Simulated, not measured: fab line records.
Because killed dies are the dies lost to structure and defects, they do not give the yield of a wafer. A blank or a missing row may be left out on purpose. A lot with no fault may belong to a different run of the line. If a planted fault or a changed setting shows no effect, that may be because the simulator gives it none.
Which of the tools did it?    flow n5 finfet    10 lots with 30 wafers sampled at 2 steps, on a route of 1938 steps

WHAT EACH GAUGE READ, for each wafer
N5_BEOL_M14_OVL_MEAS_29.
lot   measured      on          M14_OVL (nm)
L854  day 10 12:30  overlay-01  10 -6 1
L855  day 11 04:45  overlay-01  7 7 6
L857  day 11 15:14  overlay-02  9 5 -3
L858  day 12 07:41  overlay-02  -1 -3 1
L860  day 12 12:55  overlay-01  3 14 4
L861  day 12 13:25  overlay-02  5 5 -3
L866  day 13 20:29  overlay-01  -12 -6 -7
L871  day 15 20:47  overlay-01  14 5 10
L874  day 16 16:44  overlay-01  -3 -9 3
L873  day 16 19:36  overlay-02  5 8 11

TOOL THAT RAN EACH LOT (tool first, then ch and the chambers of the sampled wafers, then the start)
lot   N5_BEOL_M14_VIA_ETCH_16
L854  rie diel-05 ch 1,2,3, day 10 11:46
L855  rie diel-04 ch 1,2, day 11 03:54
L857  rie diel-04 ch 1,2, day 11 14:22
L858  rie diel-03 ch 0,1,2, day 12 06:50
L860  rie diel-03 ch 1,2,3, day 12 12:13
L861  rie diel-05 ch 0,2, day 12 12:42
L866  rie diel-04 ch 1,2,3, day 13 19:39
L871  rie diel-03 ch 0,2,3, day 15 20:05
L874  rie diel-04 ch 0,1, day 16 15:55
L873  rie diel-04 ch 0,1,2, day 16 18:54
- N5_BEOL_M14_VIA_ETCH_16: etches SiO2 in C4F8/O2/Ar, target depth 1231.3 nm.

THE ANSWER, worked out from the rows above alone
Rule: the usual values come from the lots themselves. The widest of any qualifying gaps counts: lots, ordered by their means at a reading, are off when they make up no more than a third of the lots, leave a main group of 4 or more, and stand apart from it by 3 or more times the standard deviation of that group's means. A main group whose means are all the same, to the digits that the tables above print for the reading, isn't used. Also off: a lot with no number at a reading for which 4 or more lots have one. The other lots that the step has rows for count as sound.
Nothing can be told from this: no lot is off at any reading shown.

WHAT THE SIMULATOR PUT IN
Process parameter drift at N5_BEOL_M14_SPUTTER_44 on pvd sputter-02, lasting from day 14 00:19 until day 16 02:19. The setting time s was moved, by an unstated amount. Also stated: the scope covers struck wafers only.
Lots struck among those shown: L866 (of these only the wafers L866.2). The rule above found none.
